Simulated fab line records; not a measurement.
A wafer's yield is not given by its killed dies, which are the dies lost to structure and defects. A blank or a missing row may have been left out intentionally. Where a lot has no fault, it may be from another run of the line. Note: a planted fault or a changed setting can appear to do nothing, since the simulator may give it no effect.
Struck lot and sound lot, side by side	flow n5-finfet	15 out of 1938 route steps
Sound: the wafers L505.2, L505.3, L505.6. Struck: wafer L513.5. (L513.1, L513.3 of the same lot were not struck and are left out.) The cause comes at the end.
Each step with rows lists, per side, the tool, then ch with its chambers, then its first start. Under that, the readings that differ: sound wafers	struck wafers	difference of the means	sigmas: that difference in standard deviations of wafers without a fault.
alike: readings whose means differ by less than 2 such deviations, and words and numbers that are the same on both sides. not compared: withheld readings, readings that some wafer has no value for, bounds like >300 that may hide the same value, and numbers for which the record gives no deviation and whose values overlap.
A row with sigmas, a row that says differs or no value, or rows on one side alone: a step with any of these is where the two part. Numbers that don't overlap but have no deviation are shown without sigmas and don't part them. A reading missing from all wafers of one side parts the sides only when that side holds two or more wafers.

first, 3 steps without rows for these wafers: N5_BEOL_M9_EXPOSE_25 (exposes mask V8); N5_BEOL_M9_PEB_26 (peb time 60 s); N5_BEOL_M9_DEVELOP_27 (develop time 30 s).
N5_BEOL_M9_CD_MEAS_28: the cd target is 70 nm.
  sound on cd-sem-02 ch 0, day 11 11:26; struck on cd-sem-03 ch 0, day 13 21:35
  alike: cd-nm
N5_BEOL_M9_OVL_MEAS_29:
  sound on overlay-02 ch 0, day 11 11:28; struck on overlay-01 ch 0, day 13 21:37
  alike: V8_OVL
N5_BEOL_M9_INSPECT_30: inspects for defects (brightfield).
  struck on defect-inspect-02, day 13 21:40; sound on defect-inspect-02, day 11 11:31
reading	sound	struck	difference	sigmas
raw-defect-count	362 364 309	618	+273	+4
N5_BEOL_M9_DESCUM_33: chemistry O2, time 7 s.
  sound on rie-diel-06 ch 0,3, day 11 11:35; struck on rie-diel-06 ch 3, day 13 22:02
  alike: drypump-motor-current-A, oes-product-au, rf-vpp-V, showerhead-plenum-p-Torr, throttle-valve-pct
  not compared: rf-hours-counter-h
N5_BEOL_M9_ETCH_76: etches underlayer in N2/H2, target depth 6.5 nm, time 5.2 s.
  sound on rie-diel-06 ch 0,3, day 11 11:37; struck on rie-diel-06 ch 3, day 13 22:04
  alike: bias-w, drypump-motor-current-A, etch-rf-on-time-s, oes-product-au, rf-vpp-V, showerhead-plenum-p-Torr, throttle-valve-pct
  not compared: rf-hours-counter-h
N5_BEOL_M9_ETCH_65: etches SiARC in CF4, target depth 15.6 nm, time 26 s.
  sound on rie-diel-06 ch 0,3, day 11 11:38; struck on rie-diel-06 ch 3, day 13 22:05
reading	sound	struck	difference	sigmas
bias-w (W)	35.96 35.96 35.96	36.19	+0.23	+2
  alike: drypump-motor-current-A, etch-rf-on-time-s, oes-product-au, rf-vpp-V, showerhead-plenum-p-Torr, throttle-valve-pct
  not compared: rf-hours-counter-h
N5_BEOL_M9_ETCH_66: etches SOC in N2/H2, target depth 80 nm, overetch 16 nm, time 120 s.
  sound on rie-diel-06 ch 0,3, day 11 11:40; struck on rie-diel-06 ch 3, day 13 22:06
  alike: bias-w, drypump-motor-current-A, oes-product-au, rf-vpp-V, showerhead-plenum-p-Torr, throttle-valve-pct
  not compared: rf-hours-counter-h
then, 2 steps without rows for these wafers: N5_BEOL_M9_STRIP_69 (strips in N2/H2); N5_BEOL_M9_STRIP_77 (strips in N2/H2).
N5_BEOL_M9_VIA_ETCH_34: etches SiCOH lowk in C4F6/O2, target depth 182.4 nm, time 68.4 s.
  sound on rie-diel-06 ch 0,3, day 11 11:46; struck on rie-diel-06 ch 3, day 13 22:13
reading	sound	struck	difference	sigmas
oes-product-au (a.u.)	0.87 0.67 0.68	1.01	+0.27	+3
model.etch.depth-nm (nm)	181.9 178.5 179.5	240.6	+60.6	
model.SOC_of_BEOL_M9_COAT_63.thk-nm (nm)	51.2 51.4 51.4	48	-3	
  alike: bias-w, drypump-motor-current-A, rf-vpp-V, showerhead-plenum-p-Torr, throttle-valve-pct
  not compared: rf-hours-counter-h
then, 1 step without rows for these wafers: N5_BEOL_M9_STRIP_73 (strips in C4F6/O2).
-- the record jumps here: 3 days lie between the struck wafers' starts before and after (it left off in module BEOL_M9 and takes up again in module PASSIVATION, whose first step shown is number 1936 of the route) --
N5_PASSIVATION_PROBE_49:
  struck on prober-02, day 16 15:19; sound on prober-02, day 13 21:10
reading	sound	struck	difference	sigmas
killed-at-front-end	36 34 40	61	+24	+2
killed-short	29 22 32	53	+25	+3
  alike: defect-limited-yield, killed_at_M0_to_M3, killed_at_M4_up, killed-at-contacts, killed-at-other, killed-dies, killed-open, sort_bin_5_function, sort_bin_6_memory, sort-n-pass, sort-yield-pct

WHERE THEY PART
First at N5_BEOL_M9_INSPECT_30; last, within this record, at N5_PASSIVATION_PROBE_49.

WHY: what had been put in by the simulator
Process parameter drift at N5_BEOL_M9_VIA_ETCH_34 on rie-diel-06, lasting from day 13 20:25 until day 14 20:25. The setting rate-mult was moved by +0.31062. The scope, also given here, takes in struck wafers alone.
